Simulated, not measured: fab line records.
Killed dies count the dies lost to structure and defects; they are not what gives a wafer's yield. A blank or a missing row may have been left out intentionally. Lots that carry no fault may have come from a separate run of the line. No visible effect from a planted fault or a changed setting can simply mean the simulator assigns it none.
Split-lot trial    flow n5-finfet    on a route of 1938 steps: 7 lots, 21 wafers read

## THE SPLIT ITSELF
At N5_BEOL_M2_COAT_73 (time 60 s, resist thk 5 nm), the setting spin-rpm was moved away from the recipe's 1500 rpm on 5 of the 21 wafers read, by -8.6% to -3.8%. For the rest of the wafers, this setting stayed at what the recipe calls for.

## FROM THE SPLIT TO THE READING: what the file shows between them, 1 step
- N5_BEOL_M2_DESCUM_16: chemistry O2, time 7 s (also split here: time-s)

## THE READING
etch.depth-nm (the simulator's own value, which no gauge read), in nm, at N5_BEOL_M2_ETCH_74 (etches underlayer in N2/H2, target depth 6.5 nm, time 5.2 s). The file gives no usual value for it. The 16 wafers here that ran the recipe average 5.007 nm, standard deviation 0.013 nm.

wafer   tool, chamber at the split  spin-rpm as run, rpm  against the recipe  etch.depth-nm, nm  against lot-mates on the recipe
L075.1  litho-track-05, 0           1500                  recipe              4.996              -
L075.3  litho-track-05, 0           1500                  recipe              5.014              -
L075.4  litho-track-05, 0           1500                  recipe              5.013              -
L078.1  litho-track-05, 0           1500                  recipe              5.017              -
L078.2  litho-track-05, 0           1443                  -3.8%               5.098              +0.081
L078.6  litho-track-05, 0           1443                  -3.8%               5.097              +0.080
L085.1  litho-track-05, 0           1500                  recipe              4.983              -
L085.5  litho-track-05, 0           1371                  -8.6%               5.224              +0.241
L085.6  litho-track-05, 0           1371                  -8.6%               5.218              +0.235
L087.3  litho-track-04, 0           1436                  -4.3%               5.127              +0.129
L087.4  litho-track-04, 0           1500                  recipe              4.992              -
L087.6  litho-track-04, 0           1500                  recipe              5.004              -
L093.3  litho-track-02, 0           1500                  recipe              5.016              -
L093.6  litho-track-02, 0           1500                  recipe              5.016              -
L093.4  litho-track-02, 0           1500                  recipe              5.027              -
L092.1  litho-track-05, 0           1500                  recipe              4.987              -
L092.3  litho-track-05, 0           1500                  recipe              5.002              -
L092.6  litho-track-05, 0           1500                  recipe              4.993              -
L097.3  litho-track-04, 0           1500                  recipe              5.021              -
L097.5  litho-track-04, 0           1500                  recipe              5.022              -
L097.6  litho-track-04, 0           1500                  recipe              5.015              -

FIT RESULTS
A straight line over all 21 wafers: etch.depth-nm changes by -0.025 nm for each +1% of spin-rpm; r = -0.98; the points scatter about the line by 0.013 nm.
The same after taking each lot's own level away (the mean of its wafers on the recipe; 21 wafers): -0.0271 nm for each +1%; r = -0.99; scatter 0.0096 nm.
Per that fit: largest spin-rpm move, reading shift of 0.23 nm.
Across the lots, their own levels run from 4.9830 to 5.0197 nm, a range of 2.8 times the standard deviation given above.
Consequently the slope shifts little with the lot-to-lot level, the two slopes agreeing.
Check: with one of the wafers moved furthest among these (-8.6%) left out of the fit, the line predicts +0.227 nm for it against its lot-mates. It came out at +0.241 nm against them.

## THE OTHER SPLITS THESE WAFERS WENT THROUGH
Note: prior to the reading, these wafers also went through further splits. Each is held against what the fit with the lots' levels taken away leaves over:
other split on the same wafers             wafers away from the commonest value  r with etch.depth-nm (lot level and that fit taken away)
N5_BEOL_M0_TRENCH_ETCH_107 target-depth-a  7                                     +0.11
N5_BEOL_M1_EXPOSE_25 dose-mj               6                                     +0.21
N5_BEOL_M2_DESCUM_16 time-s                4                                     +0.20

## THE FILE'S OWN FIT
etch.depth-nm changes by -0.0272 nm for each +1% of spin-rpm, r = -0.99.
